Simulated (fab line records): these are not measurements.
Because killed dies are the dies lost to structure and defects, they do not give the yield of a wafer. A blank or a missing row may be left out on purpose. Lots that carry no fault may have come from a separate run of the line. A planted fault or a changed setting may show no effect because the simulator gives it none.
Comparing a struck lot with a sound one / flow n5-finfet / 22 steps out of a route of 1938
Sound: the wafers L319.4, L319.5, L319.6. The struck wafers were L326.3, L326.4, L326.5. The cause is given at the end.
For every step that has rows: the tool of each side, followed by ch and its chambers, followed by its first start. Under that, the readings that differ: sound wafers / struck wafers / difference of the means / sigmas: that difference in standard deviations of wafers without a fault.
alike: words and numbers the same on both sides, and readings whose means are apart by under 2 such deviations; not compared: readings that were withheld, readings missing a value for some wafer, numbers with overlapping values and no deviation given by the record, and bounds like >300 which may hide the same value.
The two part at a step that has a row with sigmas, a row that says differs or no value, or rows on one side only. When numbers do not overlap yet have no deviation, they are printed without sigmas and do not part them. A reading missing from all wafers of one side parts the sides only when that side holds two or more wafers.

first, 11 steps without rows for these wafers: N5_BEOL_M6_ETCH_62 (etches SOC in N2/H2, target depth 110 nm, overetch 22 nm, time 165 s); N5_BEOL_M6_STRIP_68 (strips in N2/H2); N5_BEOL_M6_STRIP_67 (strips in CF4); N5_BEOL_M6_HM_OPEN_17 (chemistry Cl2/BCl3, target TiN, target depth 20 nm, overetch 6 nm); N5_BEOL_M6_STRIP_19 (strips in O2); N5_BEOL_M6_COAT_63 (time 60 s, resist thk 60 nm); N5_BEOL_M6_COAT_64 (time 60 s, resist thk 12 nm); N5_BEOL_M6_COAT_71 (time 60 s, resist thk 5 nm); N5_BEOL_M6_COAT_22 (resist thk 30 nm); N5_BEOL_M6_EBR_24; N5_BEOL_M6_SOFTBAKE_23 (time 60 s).
N5_BEOL_M6_EXPOSE_25: exposes mask V5, target cd 40 nm.
  sound on euv-scanner-02 ch 0, day 8 19:10; struck on euv-scanner-02 ch 0, day 10 14:46
reading=exposure-dose-mJ-cm2; sound=44.98 44.96 45.02; struck=44.31 44.30 44.26; difference=-0.70; sigmas=-15
  alike: mask
then, 2 steps without rows for these wafers: N5_BEOL_M6_PEB_26 (peb time 60 s); N5_BEOL_M6_DEVELOP_27 (develop time 30 s).
N5_BEOL_M6_DESCUM_33: chemistry O2, time 7 s.
  sound on rie-diel-05 ch 1,2,3, day 8 20:20; struck on rie-diel-04 ch 1,3, day 10 15:01
reading=model.BEOL_M6.cd-nm (nm); sound=40 40.2 40.2; struck=39.8 39.6 39.8; difference=-0.4; sigmas=
  alike: drypump-motor-current-A, oes-product-au, rf-vpp-V, showerhead-plenum-p-Torr, throttle-valve-pct
  not compared: rf-hours-counter-h
then, 5 steps without rows for these wafers: N5_BEOL_M6_ETCH_72 (etches underlayer in N2/H2, target depth 6.5 nm, time 5.2 s); N5_BEOL_M6_ETCH_65 (etches SiARC in CF4, target depth 15.6 nm, time 26 s); N5_BEOL_M6_ETCH_66 (etches SOC in N2/H2, target depth 80 nm, overetch 16 nm, time 120 s); N5_BEOL_M6_STRIP_69 (strips in N2/H2); N5_BEOL_M6_STRIP_73 (strips in N2/H2).
N5_BEOL_M6_VIA_ETCH_34: etches SiCOH lowk in C4F6/O2, target depth 126.3 nm, time 50.9 s.
  sound on rie-diel-05 ch 1,2,3, day 8 20:31; struck on rie-diel-04 ch 1,3, day 10 15:12
reading=rf-vpp-V (V); sound=648 641 653; struck=662 683 682; difference=+28; sigmas=+3
reading=model.BEOL_M6.cd-nm (nm); sound=40 40.4 40.6; struck=39.8 39.8 39.8; difference=-0.5; sigmas=
  alike: drypump-motor-current-A, oes_ar_750_au, oes_f_703_au, oes-product-au, showerhead-plenum-p-Torr, throttle-valve-pct
  not compared: rf-hours-counter-h
then, 1 step without rows for these wafers: N5_BEOL_M6_STRIP_76 (strips in C4F6/O2).

WHERE THEY PART
First at N5_BEOL_M6_EXPOSE_25; last, within this record, at N5_BEOL_M6_VIA_ETCH_34.

WHY: what the simulator had put in
Process parameters drifting: euv-scanner-02 at N5_BEOL_M6_EXPOSE_25, beginning at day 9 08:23. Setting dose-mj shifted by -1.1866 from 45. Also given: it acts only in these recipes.
